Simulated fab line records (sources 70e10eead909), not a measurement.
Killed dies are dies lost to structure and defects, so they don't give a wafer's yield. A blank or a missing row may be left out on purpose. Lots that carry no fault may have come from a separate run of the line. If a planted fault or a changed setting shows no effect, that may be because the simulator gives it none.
fab line records	flow nand-harc	part 1 of 2: steps 1 to 26 of 32
record: lots: 5	wafers: 15	last-day: 31
route steps=1302 shown A_SGD_CUT@907 A_SLIT@922
lots that met no fault: from a run of the same line without faults
start-h: start of the lot's first displayed wafer, in hours after the record's first day	wait-h: hours since the lot's step before	" the same as in the row above	L1.1+2: a single row standing in for several wafers	- no value, or no start given	* or withheld: withheld	< > ~ a bound
route shown NAME@n: NAME is a module with steps in the file, n the number in the route of the first one	usual: mean/standard deviation taken from wafers without a fault	same: alike in all rows	chamber/n: place in a boat	sites: readings site by site	_std_site: how widely they spread, as a standard deviation	_edge_site: mean of outer sites minus mean of inner sites	radius-mm: for every site, how far away it sits from the centre of the wafer	mask NAME#n: copy n	behind: tool/chamber where the wafer was last shaped	hold: why the lot went on hold/how many hours it stayed there/how the hold came to an end	device: the transistor (n, p or np) that didn't switch	end of line: tests of these same wafers at the route's end	a step without rows: its recipe alone	killed: count of dies lost to structure and defects at first sort (not the wafer's yield)	map: per-die view of a wafer (x killed, . not killed, _ where there is no die)
set.NAME: setting as actually run; set.NAME@STEP: the setting as run at that earlier step	model.NAME: the simulator's own value behind a step, which no gauge read
lots seen at some steps along the route; tables by step, rows by wafer
services: when a tool's chamber went out of use (start-h, in hours from the record's first day, below 0 if earlier), for how many hours, and the reason
== steps ==
step: NHARC_A_SGD_CUT_ETCH_15
recipe: target-depth-a: 750	time-s: 64.3	ch3f-flow-sccm: 50	o2-flow-sccm: 30	ar-flow-sccm: 200	rf-w: 500	bias-w: 100	chemistry: CH3F/O2
usual: chamber-pressure-mTorr: 24.999/0.027	drypump-motor-current-A: 5.8/0.47	oes-product-au: 0.963/0.016	rf-vpp-V: 262.9/1.7	showerhead-plenum-p-Torr: 2.39/0.1	throttle-valve-pct: 20.664/0.0092
lot.wafer	tool	chamber	start-h	wait-h	chamber-pressure-mTorr	drypump-motor-current-A	oes-product-au	rf-hours-counter-h	rf-vpp-V	showerhead-plenum-p-Torr	throttle-valve-pct
L076.3	rie-diel-05	2	-	-	25.014	5.7	0.969	4	265.2	2.49	20.684
L076.1	"	3	"	"	24.980	5.8	0.958	4	264.1	2.43	20.671
L076.6	"	2	"	"	25.008	5.7	0.972	-	265.1	2.49	20.658
L075.4	rie-diel-04	0	-	-	24.985	5.7	0.965	4	264.0	2.46	20.647
L075.1	"	2	"	"	25.001	6.3	0.962	4	262.9	2.39	20.660
L075.6	"	0	"	"	24.959	5.7	0.966	-	263.8	2.46	20.649
L079.3	rie-diel-04	1	-	-	24.971	5.6	0.954	5	260.0	2.29	20.668
L079.5	"	0	"	"	25.017	5.7	0.937	-	264.2	2.46	20.660
L079.6	"	1	"	"	24.985	5.6	0.948	-	259.4	2.29	20.671
L082.4	rie-diel-10	3	-	-	25.028	6.3	0.954	4	260.1	2.29	20.656
L082.2	"	0	"	"	25.005	6.6	0.964	4	262.4	2.34	20.654
L082.5	"	2	"	"	25.023	5.8	0.969	-	260.7	2.30	20.669
L093.3	rie-diel-04	0	-	-	24.982	5.7	0.951	4	264.4	2.46	20.661
L093.4	"	1	"	"	24.980	5.6	0.974	4	263.5	2.29	20.647
L093.1	"	3	"	"	24.993	5.8	0.951	3	262.9	2.38	20.645
step: NHARC_A_SGD_CUT_ETCH_16
recipe: target-depth-a: 3105	time-s: 155.2	c4f8-flow-sccm: withheld	o2-flow-sccm: 8	ar-flow-sccm: withheld	rf-w: 600	bias-w: 800	chemistry: C4F8/O2/Ar
usual: chamber-pressure-mTorr: 25.001/0.023	oes-product-au: 0.973/0.012	rf-vpp-V: 720/4.1
lot.wafer	tool	chamber	start-h	wait-h	chamber-pressure-mTorr	oes-product-au	rf-hours-counter-h	rf-vpp-V
L076.3	rie-diel-05	2	-	-	25.011	0.994	4	724
L076.1	"	3	"	"	25.006	0.971	4	722
L076.6	"	2	"	"	24.967	0.994	-	723
L075.1	rie-diel-04	0	-	-	25.003	0.985	4	722
L075.4	"	1	"	"	24.983	0.959	3	715
L075.6	"	0	"	"	25.007	0.980	-	724
L079.3	rie-diel-04	0	-	-	24.988	0.972	5	723
L079.6	"	1	"	"	24.977	0.987	-	716
L079.5	"	2	"	"	24.978	0.989	-	720
L082.4	rie-diel-10	3	-	-	25.009	0.959	4	717
L082.2	"	0	"	"	24.962	0.962	4	717
L082.5	"	3	"	"	25.005	0.957	-	718
L093.4	rie-diel-04	0	-	-	24.973	0.968	4	724
L093.1	"	1	"	"	24.981	0.975	4	717
L093.3	"	3	"	"	25.022	0.965	3	721
step: NHARC_A_SGD_CUT_STRIP_60
recipe: c4f8-flow-sccm: withheld	o2-flow-sccm: 8	ar-flow-sccm: withheld	bias-w: 0	chemistry: C4F8/O2/Ar
lot.wafer	tool	chamber	start-h	wait-h
L076.1+3+6	rie-diel-05	2,3,0	-	-
L075.1+4+6	rie-diel-04	1,2,2	-	-
L079.3+6+5	rie-diel-04	2,0,1	-	-
L082.2+4+5	rie-diel-10	1,2,1	-	-
L093.3+1+4	rie-diel-04	3,1,2	-	-
step: NHARC_A_SGD_CUT_STRIP_17
recipe: o2-flow-sccm: 500	ar-flow-sccm: 0	bias-w: 0	chemistry: O2
usual: chamber-pressure-mTorr: 60.00/0.056	drypump-motor-current-A: 5.8/0.47	oes-product-au: 0.999/0.008	rf-vpp-V: 57.5/0.88	showerhead-plenum-p-Torr: 3.44/0.14	throttle-valve-pct: 17.037/0.0091
lot.wafer	tool	chamber	start-h	wait-h	chamber-pressure-mTorr	drypump-motor-current-A	oes-product-au	rf-hours-counter-h	rf-vpp-V	showerhead-plenum-p-Torr	throttle-valve-pct
L076.1	rie-diel-05	1	-	-	60.07	5.2	1.013	4	56.8	3.28	17.035
L076.3	"	2	"	"	59.99	5.7	1.008	5	57.8	3.57	17.037
L076.6	"	0	"	"	59.93	4.9	1.013	-	58.5	3.74	17.031
L075.4	rie-diel-04	3	-	-	59.92	5.8	1.007	4	55.8	3.42	17.012
L075.1	"	0	"	"	60.00	5.7	1.007	4	57.1	3.53	17.041
L075.6	"	0	"	"	59.96	5.8	1.002	-	58.2	3.53	17.045
L079.3	rie-diel-04	2	-	-	59.96	6.4	1.002	5	57.7	3.44	17.035
L079.6	"	0	"	"	59.95	5.7	0.994	-	56.4	3.53	17.035
L079.5	"	1	"	"	60.11	5.6	0.999	-	57.0	3.29	17.044
L082.2	rie-diel-10	1	-	-	60.04	5.2	1.012	4	58.1	3.64	17.024
L082.5	"	1	"	"	59.90	5.2	0.998	-	58.4	3.64	17.043
L082.4	"	2	"	"	59.96	5.8	1.004	-	57.3	3.30	17.035
L093.4	rie-diel-04	1	-	-	59.95	5.6	0.994	4	58.4	3.29	17.031
L093.1	"	2	"	"	59.95	6.4	0.988	4	56.8	3.43	17.039
L093.3	"	0	"	"	60.06	5.8	0.989	4	57.4	3.52	17.036
step: NHARC_A_SGD_CUT_PRECLEAN_18
recipe: time-s: *	temp-c: 50	bath-age-min: 0	chemistry: SC1
usual: bath-heat-duty-pct: 7.3/0.93
lot.wafer	tool	chamber	start-h	wait-h	bath-heat-duty-pct
L076.6	wet-bench-05	2	450.50	-	7.0
L076.3	"	6	"	"	7.7
L076.1	"	7	"	"	7.4
L075.6	wet-bench-03	3	450.96	-	6.5
L075.1	"	7	"	"	7.5
L075.4	"	0	"	"	5.4
L079.6	wet-bench-05	4	478.43	-	5.8
L079.3	"	6	"	"	7.6
L079.5	"	0	"	"	8.1
L082.2	wet-bench-07	7	511.17	-	6.5
L082.5	"	0	"	"	8.8
L082.4	"	2	"	"	7.8
L093.3	wet-bench-03	3	618.68	-	6.6
L093.4	"	4	"	"	6.4
L093.1	"	5	"	"	8.1
step: NHARC_A_SGD_CUT_SRD_19
lot.wafer	tool	chamber	start-h	wait-h
L076.6+3+1	wet-bench-05	2,6,7	-	-
L075.6+1+4	wet-bench-03	3,7,0	-	-
L079.6+3+5	wet-bench-05	4,6,0	-	-
L082.2+5+4	wet-bench-07	7,0,2	-	-
L093.3+4+1	wet-bench-03	3,4,5	618.72	0.0
step: NHARC_A_SGD_CUT_DEP_20
recipe: target-thk-a: 1500	temp-c: 65	material: SiO2
lot.wafer	tool	chamber	start-h	wait-h
L076.1+3+6	fcvd-01	1	450.68	-
L075.1+4+6	fcvd-01	1	451.10	-
L079.3+5+6	fcvd-02	1,0,1	478.64	-
L082.2+4+5	fcvd-01	1,0,1	511.33	-
L093.1+3+4	fcvd-01	1,1,0	618.83	0.1
step: NHARC_A_SGD_CUT_ANNEAL_27
recipe: temp-c: 450	time-s: 1800
usual: spike-tc-centre-C: 452.0/1.2
lot.wafer	tool	chamber	start-h	wait-h	spike-tc-centre-C
L075.1	furnace-05	0	456.55	5.4	452.7
L075.4	"	0	"	"	452.4
L075.6	"	0	"	"	451.2
L076.1	furnace-05	0	456.55	5.9	451.1
L076.3	"	0	"	"	453.5
L076.6	"	0	"	"	451.9
L079.3	furnace-06	0	481.62	3.0	450.7
L079.5	"	0	"	"	449.9
L079.6	"	0	"	"	451.0
L082.2	furnace-06	0	513.52	2.2	450.1
L082.4	"	0	"	"	450.6
L082.5	"	0	"	"	452.2
L093.1	furnace-05	0	620.94	2.1	451.4
L093.3	"	0	"	"	453.6
L093.4	"	0	"	"	453.5
step: NHARC_A_SGD_CUT_CMP_21
recipe: target-thk-nm: 148.19
usual: motor-current-A: 13.1/1.3	time-to-endpoint-s: 50.1/2.2
lot.wafer	tool	chamber	start-h	wait-h	motor-current-A	time-to-endpoint-s
L076.1	cmp-04	3	457.99	0.4	12.7	51.4
L076.3	"	2	"	"	13.2	50.3
L076.6	"	0	"	"	13.6	53.4
L075.4	cmp-01	0	458.01	0.4	16.0	52.6
L075.1	"	2	"	"	12.0	49.7
L075.6	"	0	"	"	14.9	50.2
L079.3	cmp-04	0	483.15	0.4	12.5	51.8
L079.5	"	2	"	"	13.1	48.1
L079.6	"	3	"	"	13.5	49.4
L082.4	cmp-01	0	514.97	0.4	16.4	49.3
L082.2	"	2	"	"	12.5	53.4
L082.5	"	0	"	"	15.8	50.8
L093.4	cmp-04	3	622.41	0.4	12.8	49.4
L093.1	"	0	"	"	13.1	49.4
L093.3	"	1	"	"	12.9	47.1
step: NHARC_A_SGD_CUT_THK_MEAS_22
recipe: thk-meas-gauge: ellipsometry
usual: thk-nm: 148.2/1.4
lot.wafer	tool	chamber	start-h	wait-h	thk-nm
L076.1	film-metro-01	-	458.24	0.2	148.0
L076.3	"	-	"	"	147.5
L076.6	"	-	"	"	148.1
L075.1	film-metro-02	-	458.24	0.2	146.7
L075.4	"	-	"	"	146.0
L075.6	"	-	"	"	148.3
L079.3	film-metro-01	-	483.35	0.2	146.1
L079.5	"	-	"	"	148.8
L079.6	"	-	"	"	147.7
L082.2	film-metro-02	-	515.22	0.2	149.5
L082.4	"	-	"	"	147.7
L082.5	"	-	"	"	149.9
L093.1	film-metro-02	-	622.64	0.2	148.2
L093.3	"	-	"	"	148.6
L093.4	"	-	"	"	148.4
step: NHARC_A_SGD_CUT_SRD_23
lot.wafer	tool	chamber	start-h	wait-h
L076.6+1+3	wet-bench-07	7,0,2	458.29	0.0
L075.1+4+6	wet-bench-03	3,4,6	458.29	0.0
L079.6+5+3	wet-bench-03	6,7,3	483.39	0.0
L082.5+2+4	wet-bench-03	1,3,4	515.27	0.0
L093.1+4+3	wet-bench-05	4,5,6	622.70	0.1
step: NHARC_A_SGD_CUT_ETCH_26
recipe: target-depth-a: 458	chemistry: dHF	material: SiO2
lot.wafer	tool	chamber	start-h	wait-h
L076.6+1+3	wet-bench-07	7,0,2	458.31	0.0
L075.1+4+6	wet-bench-03	3,4,6	458.31	0.0
L079.6+5+3	wet-bench-03	6,7,3	483.42	0.0
L082.5+2+4	wet-bench-03	1,3,4	515.32	0.0
L093.1+4+3	wet-bench-05	4,5,6	622.73	0.0
step: NHARC_A_SGD_CUT_ETCHBACK_24
recipe: target-depth-a: 500	over-etch-frac: 0.3	time-s: 92.857	ion-energy-ev: 120	ch3f-flow-sccm: 50	o2-flow-sccm: 30	ar-flow-sccm: 200	rf-w: 500	bias-w: 100	chemistry: CH3F/O2
usual: chamber-pressure-mTorr: 25.000/0.023	drypump-motor-current-A: 5.8/0.46	oes-product-au: 0.97/0.032	rf-vpp-V: 243.4/1.7	showerhead-plenum-p-Torr: 2.39/0.1	throttle-valve-pct: 20.663/0.0084
same: over-etch-frac: 0.3
lot.wafer	tool	chamber	start-h	wait-h	chamber-pressure-mTorr	drypump-motor-current-A	oes-product-au	rf-hours-counter-h	rf-vpp-V	showerhead-plenum-p-Torr	throttle-valve-pct
L076.1	rie-diel-05	0	458.48	0.2	24.996	4.9	0.94	4	246.7	2.61	20.678
L076.3	"	1	"	"	24.979	5.2	0.92	5	243.2	2.28	20.672
L076.6	"	0	"	"	24.971	4.9	0.93	-	248.3	2.61	20.680
L075.1	rie-diel-04	3	458.50	0.2	24.989	5.7	0.92	4	243.5	2.38	20.677
L075.4	"	0	"	"	24.979	5.7	0.93	4	245.5	2.46	20.662
L075.6	"	2	"	"	25.015	6.4	0.93	-	242.3	2.39	20.668
L079.3	rie-diel-05	0	483.59	0.1	25.016	5.0	1.01	7	247.5	2.61	20.663
L079.5	"	3	"	"	24.986	5.8	1.00	-	243.7	2.43	20.662
L079.6	"	0	"	"	24.993	4.9	1.02	-	247.5	2.61	20.657
L082.2	rie-diel-10	2	515.52	0.2	24.996	5.8	0.92	4	242.1	2.30	20.666
L082.4	"	2	"	"	24.990	5.8	0.92	-	243.1	2.30	20.653
L082.5	"	3	"	"	25.006	6.3	0.92	-	242.4	2.29	20.665
L093.1	rie-diel-10	3	622.88	0.1	24.976	6.3	1.01	1	241.9	2.29	20.671
L093.4	"	0	"	"	24.979	6.6	1.01	1	243.6	2.33	20.653
L093.3	"	2	"	"	24.986	5.7	0.99	1	243.2	2.29	20.675
step: NHARC_A_SGD_CUT_STRIP_28
recipe: time-s: 20	o2-flow-sccm: 500	ar-flow-sccm: 0	bias-w: 0	chemistry: O2
usual: chamber-pressure-mTorr: 59.99/0.057	drypump-motor-current-A: 5.8/0.45	oes-product-au: 0.998/0.0073	rf-vpp-V: 57.6/0.94	showerhead-plenum-p-Torr: 3.43/0.14	throttle-valve-pct: 17.037/0.0091
lot.wafer	tool	chamber	start-h	wait-h	chamber-pressure-mTorr	drypump-motor-current-A	oes-product-au	rf-hours-counter-h	rf-vpp-V	showerhead-plenum-p-Torr	throttle-valve-pct
L076.3	rie-diel-05	3	-	-	59.93	5.8	0.993	5	57.8	3.49	17.038
L076.1	"	0	"	"	59.95	4.9	1.007	4	59.4	3.74	17.053
L076.6	"	3	"	"	59.92	5.7	0.997	-	57.6	3.49	17.061
L075.1	rie-diel-04	3	-	-	59.97	5.8	0.995	5	58.1	3.42	17.043
L075.4	"	0	"	"	60.03	5.8	0.994	4	58.2	3.53	17.039
L075.6	"	3	"	"	59.97	5.8	0.990	-	58.7	3.42	17.030
L079.3	rie-diel-05	1	-	-	60.13	5.2	0.998	8	58.4	3.27	17.044
L079.6	"	0	"	"	60.02	5.0	1.002	-	57.3	3.74	17.049
L079.5	"	1	"	"	59.89	5.2	1.006	-	56.8	3.27	17.047
L082.2	rie-diel-10	3	515.67	0.1	59.95	6.3	0.998	5	57.5	3.30	17.036
L082.5	"	1	"	"	60.02	5.2	1.010	-	58.5	3.64	17.027
L082.4	"	2	"	"	59.97	5.7	1.006	-	56.3	3.30	17.032
L093.4	rie-diel-10	2	-	-	59.99	5.8	0.986	1	57.0	3.30	17.037
L093.3	"	3	"	"	60.01	6.4	0.998	1	57.5	3.29	17.032
L093.1	"	0	"	"	59.98	6.6	0.998	1	57.5	3.36	17.034
step: NHARC_A_SGD_CUT_INSPECT_25
usual: raw-defect-count: 362/71
lot.wafer	tool	chamber	start-h	wait-h	raw-defect-count
L076.1	defect-inspect-02	-	458.71	-	406
L076.3	"	-	"	"	421
L076.6	"	-	"	"	343
L075.1	defect-inspect-01	-	458.71	-	420
L075.4	"	-	"	"	243
L075.6	"	-	"	"	297
L079.3	defect-inspect-01	-	483.83	-	399
L079.5	"	-	"	"	292
L079.6	"	-	"	"	355
L082.2	defect-inspect-01	-	515.78	-	605
L082.4	"	-	"	"	491
L082.5	"	-	"	"	369
L093.1	defect-inspect-02	-	623.13	-	454
L093.3	"	-	"	"	411
L093.4	"	-	"	"	344
step: NHARC_A_SLIT_DEP_25
recipe: target-thk-a: 2000	temp-c: 400	pressure-torr: 6.5	rf-w: 900	teos-flow-sccm: 161.4	flow-sccm: 2650	target-thk-nm: 200	gas: O2	material: SiO2
usual: heater-power-outer-w: 316/62	heater-power-w: 553/93	throttle-valve-pct: 16.1/0.66
lot.wafer	tool	chamber	start-h	wait-h	heater-power-outer-w	heater-power-w	throttle-valve-pct
L076.1	pecvd-03	0	458.78	0.1	371	610	15.3
L076.3	"	2	"	"	413	747	15.6
L076.6	"	0	"	"	376	609	15.7
L075.1	pecvd-02	2	458.85	0.1	337	615	15.7
L075.6	"	0	"	"	288	518	17.0
L075.4	"	2	"	"	230	464	15.9
L079.3	pecvd-01	1	483.99	0.2	404	679	15.8
L079.5	"	2	"	"	304	484	16.7
L079.6	"	1	"	"	402	684	15.6
L082.2	pecvd-03	0	515.93	0.1	345	573	15.9
L082.5	"	2	"	"	442	761	15.7
L082.4	"	0	"	"	354	560	15.7
L093.3	pecvd-01	0	623.20	0.1	327	559	15.6
L093.1	"	1	"	"	390	652	16.0
L093.4	"	0	"	"	339	567	15.0
step: NHARC_A_SLIT_DEP_00
recipe: target-thk-a: 62000	temp-c: 400	material: aC
usual: throttle-valve-pct: 35.001/0.0081
lot.wafer	tool	chamber	start-h	wait-h	throttle-valve-pct
L076.1	acl-dep-02	0	459.11	-	34.988
L076.3	"	0	460.37	-	35.014
L076.6	"	0	462.25	-	35.010
L075.1	acl-dep-03	0	459.12	-	34.984
L075.4	"	0	460.99	-	34.998
L075.6	"	0	462.23	-	35.005
L079.3	acl-dep-02	0	486.38	-	35.003
L079.5	"	0	487.63	-	35.000
L079.6	"	0	"	"	35.000
L082.2	acl-dep-03	0	516.80	-	35.013
L082.4	"	0	518.04	-	35.022
L082.5	"	0	"	"	34.999
L093.1	acl-dep-02	0	623.53	-	34.995
L093.3	"	0	624.78	-	35.001
L093.4	"	0	"	"	34.984
step: NHARC_A_SLIT_DEP_23
recipe: target-thk-a: 1000	target-thk-nm: 100	temp-c: 400	pressure-torr: 3.5	flow-sccm: 200	rf-w: 350	material: SiON
usual: heater-power-outer-w: 442/62	heater-power-w: 717/91
lot.wafer	tool	chamber	start-h	wait-h	heater-power-outer-w	heater-power-w
L076.3	pecvd-01	2	462.91	1.9	401	610
L076.1	"	0	"	"	431	711
L076.6	"	1	"	"	454	772
L075.1	pecvd-02	2	462.94	3.2	451	793
L075.6	"	1	"	"	359	624
L075.4	"	2	"	"	462	764
L079.3	pecvd-01	0	489.10	2.1	488	752
L079.6	"	1	"	"	503	841
L079.5	"	2	"	"	397	610
L082.2	pecvd-01	1	519.91	2.5	545	851
L082.4	"	2	"	"	454	688
L082.5	"	0	"	"	480	763
L093.3	pecvd-01	2	627.30	1.9	365	564
L093.1	"	1	"	"	462	773
L093.4	"	2	"	"	376	575
step: NHARC_A_SLIT_DEHYDRATE_01
recipe: temp-c: 150	time-s: 120
lot.wafer	tool	chamber	start-h	wait-h
L075.1+4+6	litho-track-04	0	463.15	0.2
L076.1+3+6	litho-track-01	0	463.18	0.2
L079.3+5+6	litho-track-06	0	489.32	0.2
L082.2+4+5	litho-track-04	0	520.18	0.2
L093.1+3+4	litho-track-01	0	627.57	0.2
step: NHARC_A_SLIT_HMDS_02
recipe: time-s: 30
lot.wafer	tool	chamber	start-h	wait-h
L075.1+4+6	litho-track-04	0	-	-
L076.1+3+6	litho-track-01	0	-	-
L079.3+5+6	litho-track-06	0	-	-
L082.2+4+5	litho-track-04	0	-	-
L093.1+3+4	litho-track-01	0	-	-
step: NHARC_A_SLIT_COAT_03
recipe: spin-rpm: 1500	resist-thk-nm: 90
lot.wafer	tool	chamber	start-h	wait-h
L075.1+4+6	litho-track-04	0	-	-
L076.1+3+6	litho-track-01	0	-	-
L079.3+5+6	litho-track-06	0	-	-
L082.2+4+5	litho-track-04	0	-	-
L093.1+3+4	litho-track-01	0	-	-
step: NHARC_A_SLIT_SOFTBAKE_04
recipe: temp-c: 105	time-s: 55
lot.wafer	tool	chamber	start-h	wait-h
L075.1+4+6	litho-track-04	0	-	-
L076.1+3+6	litho-track-01	0	-	-
L079.3+5+6	litho-track-06	0	-	-
L082.2+4+5	litho-track-04	0	-	-
L093.1+3+4	litho-track-01	0	-	-
step: NHARC_A_SLIT_EBR_05
lot.wafer	tool	chamber	start-h	wait-h
L075.1+4+6	litho-track-04	0	-	-
L076.1+3+6	litho-track-01	0	-	-
L079.3+5+6	litho-track-06	0	-	-
L082.2+4+5	litho-track-04	0	-	-
L093.1+3+4	litho-track-01	0	-	-
step: NHARC_A_SLIT_EXPOSE_06
recipe: na: 1.35	dose-mj: 60.82	mask-id: SLIT
usual: stage-vel-mm-s: 500.05/0.25
lot.wafer	tool	chamber	start-h	wait-h	mask	stage-vel-mm-s
L075.1	arfi-scanner-03	0	463.42	-	SLIT#0	500.04
L075.4	"	0	"	"	SLIT#0	500.38
L075.6	"	0	"	"	SLIT#0	500.23
L076.1	arfi-scanner-02	0	463.57	-	SLIT#0	500.05
L076.3	"	0	"	"	SLIT#0	500.51
L076.6	"	0	"	"	SLIT#0	499.92
L079.3	arfi-scanner-02	0	489.59	-	SLIT#0	499.51
L079.5	"	0	"	"	SLIT#0	499.98
L079.6	"	0	"	"	SLIT#0	499.80
L082.2	arfi-scanner-03	0	520.60	-	SLIT#0	499.88
L082.4	"	0	"	"	SLIT#0	499.80
L082.5	"	0	"	"	SLIT#0	499.90
L093.1	arfi-scanner-02	0	627.84	-	SLIT#0	499.68
L093.3	"	0	"	"	SLIT#0	499.58
L093.4	"	0	"	"	SLIT#0	499.84
step: NHARC_A_SLIT_PEB_07
recipe: peb-temp-c: 100	peb-time-s: 65
lot.wafer	tool	chamber	start-h	wait-h
L075.1+4+6	litho-track-06	0	463.48	0.1
L076.1+3+6	litho-track-01	0	463.64	0.1
L079.3+5+6	litho-track-06	0	489.65	0.0
L082.2+4+5	litho-track-04	0	520.66	0.1
L093.1+3+4	litho-track-06	0	627.90	0.1
step: NHARC_A_SLIT_DEVELOP_08
recipe: develop-time-s: 35	dev-temp-c: 23
lot.wafer	tool	chamber	start-h	wait-h
L075.1+4+6	litho-track-06	0	-	-
L076.1+3+6	litho-track-01	0	-	-
L079.3+5+6	litho-track-06	0	-	-
L082.2+4+5	litho-track-04	0	-	-
L093.1+3+4	litho-track-06	0	-	-
